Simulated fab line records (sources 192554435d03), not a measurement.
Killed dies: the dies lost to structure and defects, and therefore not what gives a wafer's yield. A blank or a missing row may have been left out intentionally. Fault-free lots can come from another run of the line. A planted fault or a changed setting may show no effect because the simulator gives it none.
Matching of chambers || flow n5Finfet || N5_PMOS_HMC_CHANNEL_EPI_CMP_21 on cmp-03: 4 sister chambers
The step polishes SiGe30, target thk 54 nm. 20 wafers are shown with their chamber, then 10 later ones without.

## EACH WAFER AND ITS CHAMBER
{"wafer": "L075.3", "chamber": 0, "motorCurrentA (A)": 13.5}
{"wafer": "L075.4", "chamber": 2, "motorCurrentA (A)": 9.9}
{"wafer": "L075.6", "chamber": 2, "motorCurrentA (A)": 10.8}
{"wafer": "L076.3", "chamber": 2, "motorCurrentA (A)": 10.4}
{"wafer": "L076.4", "chamber": 3, "motorCurrentA (A)": 12.4}
{"wafer": "L076.6", "chamber": 0, "motorCurrentA (A)": 13.2}
{"wafer": "L080.1", "chamber": 2, "motorCurrentA (A)": 10.2}
{"wafer": "L080.2", "chamber": 3, "motorCurrentA (A)": 12.4}
{"wafer": "L080.4", "chamber": 1, "motorCurrentA (A)": 13.9}
{"wafer": "L083.3", "chamber": 3, "motorCurrentA (A)": 12.0}
{"wafer": "L083.4", "chamber": 2, "motorCurrentA (A)": 10.8}
{"wafer": "L083.5", "chamber": 3, "motorCurrentA (A)": 12.1}
{"wafer": "L084.3", "chamber": 3, "motorCurrentA (A)": 12.7}
{"wafer": "L084.4", "chamber": 1, "motorCurrentA (A)": 13.7}
{"wafer": "L084.6", "chamber": 0, "motorCurrentA (A)": 12.2}
{"wafer": "L087.3", "chamber": 1, "motorCurrentA (A)": 13.6}
{"wafer": "L087.4", "chamber": 0, "motorCurrentA (A)": 12.9}
{"wafer": "L087.5", "chamber": 0, "motorCurrentA (A)": 12.8}
{"wafer": "L088.1", "chamber": 3, "motorCurrentA (A)": 12.0}
{"wafer": "L088.3", "chamber": 0, "motorCurrentA (A)": 13.5}

SIGNATURES (means of the wafers above)
{"reading": "motorCurrentA", "chamber 0": 13.017, "chamber 1": 13.733, "chamber 2": 10.420, "chamber 3": 12.267, "scatter within a chamber": 0.377}
Rule: distance of a wafer from a chamber = root of the sum over the readings of ((wafer's reading minus chamber's mean) / reading's scatter) squared. If the next closest chamber is less than 2 further off than the closest, the wafer can't be placed; otherwise it belongs to the closest. How the scatter is found: for the shown wafers, subtract from each reading the mean of its chamber, square and add these, divide the total by (wafers less chambers), then take the root.

## WAFERS WHOSE CHAMBER IS MISSING
{"wafer": "L088.5", "motorCurrentA (A)": 12.3}
{"wafer": "L091.1", "motorCurrentA (A)": 10.2}
{"wafer": "L091.2", "motorCurrentA (A)": 11.8}
{"wafer": "L091.6", "motorCurrentA (A)": 11.6}
{"wafer": "L093.2", "motorCurrentA (A)": 11.6}
{"wafer": "L093.4", "motorCurrentA (A)": 10.2}
{"wafer": "L093.5", "motorCurrentA (A)": 14.4}
{"wafer": "L097.1", "motorCurrentA (A)": 15.0}
{"wafer": "L097.3", "motorCurrentA (A)": 13.0}
{"wafer": "L097.5", "motorCurrentA (A)": 12.3}

## THE CHAMBER EACH PASSED THROUGH
{"wafer": "L088.5", "from the rows above": "can't be placed: 3 or 0", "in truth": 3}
{"wafer": "L091.1", "from the rows above": 2, "in truth": 2}
{"wafer": "L091.2", "from the rows above": "can't be placed: 3 or 0", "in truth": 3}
{"wafer": "L091.6", "from the rows above": "can't be placed: 3 or 2 or 0", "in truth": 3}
{"wafer": "L093.2", "from the rows above": "can't be placed: 3 or 2 or 0", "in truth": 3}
{"wafer": "L093.4", "from the rows above": 2, "in truth": 2}
{"wafer": "L093.5", "from the rows above": "can't be placed: 1 or 0", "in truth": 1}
{"wafer": "L097.1", "from the rows above": "can't be placed: 1 or 0", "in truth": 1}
{"wafer": "L097.3", "from the rows above": "can't be placed: 0 or 1 or 3", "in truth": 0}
{"wafer": "L097.5", "from the rows above": "can't be placed: 3 or 0", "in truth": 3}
Correctly placed: 2 of 10. Can't be placed from these rows: 8 (the true chamber is among the candidates in 8). 0 placed wrongly.
